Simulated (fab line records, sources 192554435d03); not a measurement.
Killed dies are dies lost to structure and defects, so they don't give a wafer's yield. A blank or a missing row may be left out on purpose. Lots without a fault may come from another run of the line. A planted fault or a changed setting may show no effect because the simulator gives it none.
fab line records | flow n5_finfet
record lots=5 wafers=15 last_day=19
route steps=1938 shown MOL_CONTACT_COAG@547
lots that met no fault: from a run of the same line without faults
start_h: hours from the record's first day to the start of the lot's first wafer shown | wait_h: hours since the lot's step before | " the same as in the row above | L1.1+2: a row that stands for several wafers | - no value, or no start given | * or withheld: withheld | < > ~ a bound
route shown NAME@n: a module of which the file shows steps, and the number in the route of the first | usual: mean/standard deviation of fault-free wafers | same: alike in all rows | chamber/n: place in a boat | sites: the reading at each site | _std_site: their standard deviation | _edge_site: outer sites' mean less inner sites' | radius_mm: how far each site lies from the wafer's centre | mask NAME#n: copy n | behind: the tool/chamber that last shaped the wafer | hold: why the lot was held/for how many hours/how that ended | device: the transistor (n, p or np) that didn't switch | end of line: the same wafers' tests at the end of the route | a step without rows: its recipe alone | killed: dies lost to structure and defects at the first sort, not the wafer's yield | map: a wafer's dies, x killed, . not, _ none there
set.NAME: the setting as run; set.NAME@STEP: as run at that earlier step | model.NAME: the simulator's own value behind a step, which no gauge read
lots at some steps of the route; a table a step, a row a wafer
services: from which hour (start_h, from the record's first day; less than 0 if before it) a tool's chamber was out of use, for how many hours, and why
## steps
# step N5_MOL_CONTACT_COAG_SPUTTER_143
# recipe material=Co target_thk_a=25 temp_c=25 chamber_pressure_pa=0.2
# usual throttle_valve_pct=29.8/1.1
# columns lot.wafer tool chamber start_h wait_h throttle_valve_pct
L437.3 pvd_sputter-03 - 113.12 0.0 29.0
L437.4 " - " " 30.7
L437.6 " - " " 30.8
L439.3 pvd_sputter-03 - 125.54 0.0 29.7
L439.4 " - " " 28.9
L439.5 " - " " 29.7
L441.2 pvd_sputter-03 - 144.64 0.0 28.9
L441.5 " - " " 29.2
L441.6 " - " " 29.7
L445.1 pvd_sputter-02 - 171.86 0.0 27.3
L445.2 " - " " 30.0
L445.5 " - " " 27.2
L452.1 pvd_sputter-02 - 209.68 0.0 30.2
L452.5 " - " " 30.5
L452.6 " - " " 30.0
# step N5_MOL_CONTACT_COAG_CO_FILL_22
# recipe material=Co target_thk_a=200 temp_c=200 precursor=CCTBA/H2 pressure_torr=30
# usual heater_power_w=243/10
# columns lot.wafer tool chamber start_h wait_h heater_power_w
L437.3 cvd_co-02 1 113.24 0.1 238
L437.4 " 1 " " 241
L437.6 " 0 " " 258
L439.3 cvd_co-02 2 125.66 0.1 232
L439.4 " 1 " " 243
L439.5 " 2 " " 234
L441.2 cvd_co-01 0 144.76 0.1 244
L441.5 " 1 " " 243
L441.6 " 2 " " 243
L445.1 cvd_co-02 1 171.99 0.1 242
L445.2 " 2 " " 225
L445.5 " 1 " " 238
L452.1 cvd_co-01 1 209.80 0.1 242
L452.5 " 2 " " 236
L452.6 " 0 " " 253
# step N5_MOL_CONTACT_COAG_ANNEAL_113
# recipe temp_c=400 time_s=300 ambient=H2/N2
# step N5_MOL_CONTACT_COAG_PRE_CLEAN_142
# recipe gas=H2/He time_s=60 temp_c=300
# usual heater_power_w=464/39
# columns lot.wafer tool chamber start_h wait_h heater_power_w
L437.3 pvd_sputter-02 - 116.09 1.7 466
L437.4 " - " " 477
L437.6 " - " " 476
L439.3 pvd_sputter-03 - 127.74 1.0 411
L439.4 " - " " 510
L439.5 " - " " 509
L441.2 pvd_sputter-03 - 146.31 0.6 515
L441.5 " - " " 490
L441.6 " - " " 423
L445.1 pvd_sputter-03 - 174.17 1.3 421
L445.2 " - " " 510
L445.5 " - " " 521
L452.1 pvd_sputter-02 - 211.84 1.2 480
L452.5 " - " " 485
L452.6 " - " " 452
# step N5_MOL_CONTACT_COAG_SPUTTER_130
# recipe material=Co target_thk_a=475 temp_c=25 chamber_pressure_pa=0.5 power_w=3000
# usual throttle_valve_pct=29.9/1.1
# columns lot.wafer tool chamber start_h wait_h throttle_valve_pct
L437.3 pvd_sputter-02 - 116.15 0.0 30.5
L437.4 " - " " 30.2
L437.6 " - " " 27.3
L439.3 pvd_sputter-03 - 127.80 0.0 31.1
L439.4 " - " " 29.2
L439.5 " - " " 29.1
L441.2 pvd_sputter-03 - 146.37 0.0 28.9
L441.5 " - " " 30.4
L441.6 " - " " 29.7
L445.1 pvd_sputter-03 - 174.23 0.0 31.0
L445.2 " - " " 28.8
L445.5 " - " " 28.7
L452.1 pvd_sputter-02 - 211.90 0.0 30.4
L452.5 " - " " 30.1
L452.6 " - " " 30.6
# step N5_MOL_CONTACT_COAG_PRECLEAN_125
# recipe chemistry=DIW time_s=57.5 temp_c=23
# step N5_MOL_CONTACT_COAG_SRD_126
# recipe dry_time_s=32 dry=n2_spin spin_rpm=1500
# step N5_MOL_CONTACT_COAG_CMP_23
# recipe stop_on=SiO2 t_overpolish_s=1.5 post_cmp_clean=cu_alkaline down_force_psi=2 platen_rpm=50.289 pad_velocity_m_s=1.0006 target_thk_nm=0
# step N5_MOL_CONTACT_COAG_WET_ETCH_26
# recipe target=Co target_depth_nm=13
# step N5_MOL_CONTACT_COAG_WET_ETCH_116
# recipe chemistry=SC1-inhibited target_depth_nm=4.6 dry=ipa_marangoni rinse_time_s=30 rinse_temp_c=23
# step N5_MOL_CONTACT_COAG_ALD_27
# recipe material=SiOC target_thk_a=170 temp_c=400 ald_precursor_family=carbosiloxane ald_co_reactant=H2-plasma pulse_time_s=1.5 time_s=2720 purge_time_s=2 co_reactant_purge_time_s=2 ald_cycles=340 pressure_torr=2
# usual heater_power_w=791/89 precursor_pulse_height_rel=1.000/0.022 run_length_s=2769.9/0.59 time_s=2720/0
# same pulse_time_s=1.5
# columns lot.wafer tool chamber start_h wait_h heater_power_w precursor_pulse_height_rel run_length_s time_s
L437.3 ald_sin-02 2 119.57 2.3 660 1.023 2770.1 2720
L437.4 " 1 " " 941 0.993 2945.6 2894.4
L437.6 " 2 " " 655 1.000 2770.4 2720
L439.3 ald_sin-01 3 128.83 0.0 840 0.982 2769.7 2720
L439.4 " 2 " " 875 1.020 2768.8 2720
L439.5 " 2 " " 856 0.988 2769.1 2720
L441.2 ald_sin-04 2 147.37 0.0 727 0.987 2770.2 2720
L441.5 " 1 " " 780 0.993 2769.6 2720
L441.6 " 0 " " 683 1.004 2769.3 2720
L445.1 ald_sin-01 2 175.25 0.0 867 1.001 2769.1 2720
L445.2 " 1 " " 758 0.998 2771.1 2720
L445.5 " 3 " " 834 0.994 2769.5 2720
L452.1 ald_sin-02 2 212.90 0.0 654 0.988 2770.1 2720
L452.5 " 0 " " 774 0.995 2769.7 2720
L452.6 " 2 " " 650 0.992 2770.4 2720
# step N5_MOL_CONTACT_COAG_CMP_28
# recipe stop_on=SiNx t_overpolish_s=0.85 post_cmp_clean=alkaline_brush down_force_psi=4.15 platen_rpm=51.8 pad_velocity_m_s=1.0307 target_thk_nm=14.522
# usual motor_current_A=12.7/0.86 retaining_ring_pressure_frac=1.000/0.0048 time_to_endpoint_s=4.6/1.9
# columns lot.wafer tool chamber start_h wait_h motor_current_A retaining_ring_pressure_frac time_to_endpoint_s
L437.3 cmp-03 3 121.14 0.8 13.6 1.000 8.0
L437.4 " 0 " " 12.9 0.999 6.6
L437.6 " 0 " " 12.1 0.994 5.9
L439.3 cmp-03 1 130.40 0.8 13.9 1.000 5.3
L439.4 " 3 " " 13.6 0.998 3.5
L439.5 " 1 " " 13.6 0.995 7.7
L441.2 cmp-04 0 149.01 0.9 12.9 1.003 7.5
L441.5 " 2 " " 11.1 1.013 6.4
L441.6 " 3 " " 12.2 0.997 5.0
L445.1 cmp-04 3 176.81 0.8 11.8 0.996 4.2
L445.2 " 0 " " 13.5 1.002 6.1
L445.5 " 3 " " 12.3 1.001 4.6
L452.1 cmp-04 3 214.50 0.8 12.2 0.994 4.8
L452.6 " 2 " " 11.1 1.002 4.1
L452.5 " 3 " " 12.6 0.989 1.8
## services
# columns tool chamber start_h hours kind
ald_sin-04 2 97.76 4.5 repair
ald_sin-04 0 99.25 - clean
ald_sin-04 1 99.25 - clean
ald_sin-04 3 99.25 - clean
ald_sin-01 - 102.83 2.8 pm
cmp-03 - 111.54 5.5 pm
ald_sin-04 - 113.38 14.6 pm
cvd_co-01 1 114.67 - clean
cvd_co-01 1 114.67 22.0 scheduled_down
cvd_co-01 1 114.67 22.0 vent_cycle
cmp-03 - 117.19 1.3 repair
pvd_sputter-03 - 118.44 0.6 repair
ald_sin-01 - 119.33 4.3 pm
cmp-04 - 128.60 1.1 repair
ald_sin-04 - 133.53 6.0 pm
cmp-03 - 137.22 3.4 repair
pvd_sputter-02 - 143.09 2.5 repair
ald_sin-01 - 143.33 14.6 pm
cvd_co-01 0 165.28 16.0 repair
cvd_co-01 - 178.26 0.5 repair
cmp-03 - 189.93 0.7 repair
cmp-04 - 196.76 2.9 repair
## key
first_sign step=N5_MOL_CONTACT_COAG_ALD_27 reading=time_s direction=up sigmas=99+ usual=* struck=*
effect step=N5_MOL_CONTACT_COAG_ALD_27 reading=run_length_s direction=up sigmas=99+ usual=* struck=*
met_at N5_MOL_CONTACT_COAG_ALD_27
struck_wafers L437.4
tester_left_out L437
fault kind=process_parameter_drift tool=ald_sin-02 chamber=- onset_h=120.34 steps=N5_MOL_CONTACT_COAG_ALD_27 channel=time_s offset=* shape=step end_h=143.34 scope=struck_wafers_only stated=*
# tester_left_out: of these lots the tester's yield and bins aren't shown, on N5 and GAA mostly nor the transistor test; their killed dies are dies lost to structure and defects alone, not to doping, threshold or leakage, so they don't give the yield
